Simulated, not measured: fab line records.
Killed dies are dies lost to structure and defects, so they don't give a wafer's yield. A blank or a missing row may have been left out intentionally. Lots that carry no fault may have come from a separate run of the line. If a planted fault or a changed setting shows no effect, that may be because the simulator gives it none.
Chamber matching | flow n5 finfet | N5_BEOL_M7_DESCUM_16 on rie diel-03: 4 sister chambers
The step chemistry O2, time 7.9 s. 4 wafers are shown with their chamber, then 10 later ones without.

WAFERS, EACH WITH ITS CHAMBER
wafer  | chamber | drypump motor current A (A)
L080.3 | 1       | 5.1
L081.6 | 2       | 5.8
L083.2 | 3       | 5.2
L083.3 | 0       | 5.4

WAFERS WITH NO CHAMBER GIVEN
wafer  | drypump motor current A (A)
L083.4 | 5.2
L087.3 | 5.8
L087.4 | 5.2
L087.5 | 5.4
L095.1 | 5.1
L095.2 | 5.2
L095.5 | 5.2
L097.1 | 5.1
L097.3 | 5.3
L097.5 | 5.1

CHAMBER TAKEN BY EACH
wafer  | from the rows above     | in truth
L083.4 | 3                       | 3
L087.3 | 2                       | 2
L087.4 | 3                       | 3
L087.5 | 0                       | 0
L095.1 | 1                       | 1
L095.2 | 3                       | 3
L095.5 | 3                       | 3
L097.1 | 1                       | 1
L097.3 | can't be placed: 3 or 0 | 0
L097.5 | 1                       | 1
9 of 10 placed correctly. These rows do not allow placing 1 (true chamber among the candidates in 1). Number placed wrongly: 0.
How it was worked out, from the rows above alone: a wafer's distance from a chamber is the root of the sum, over the readings, of the square of ((its reading less the chamber's mean) divided by the reading's scatter). The wafer belongs to the nearest chamber; if the next one is less than 2 further off, it can't be placed. For every chamber, the mean is computed from those of its wafers that are shown. The scatter: with one shown wafer a chamber, the root of the mean of the squares of how far each hidden wafer lies from its nearest shown one.
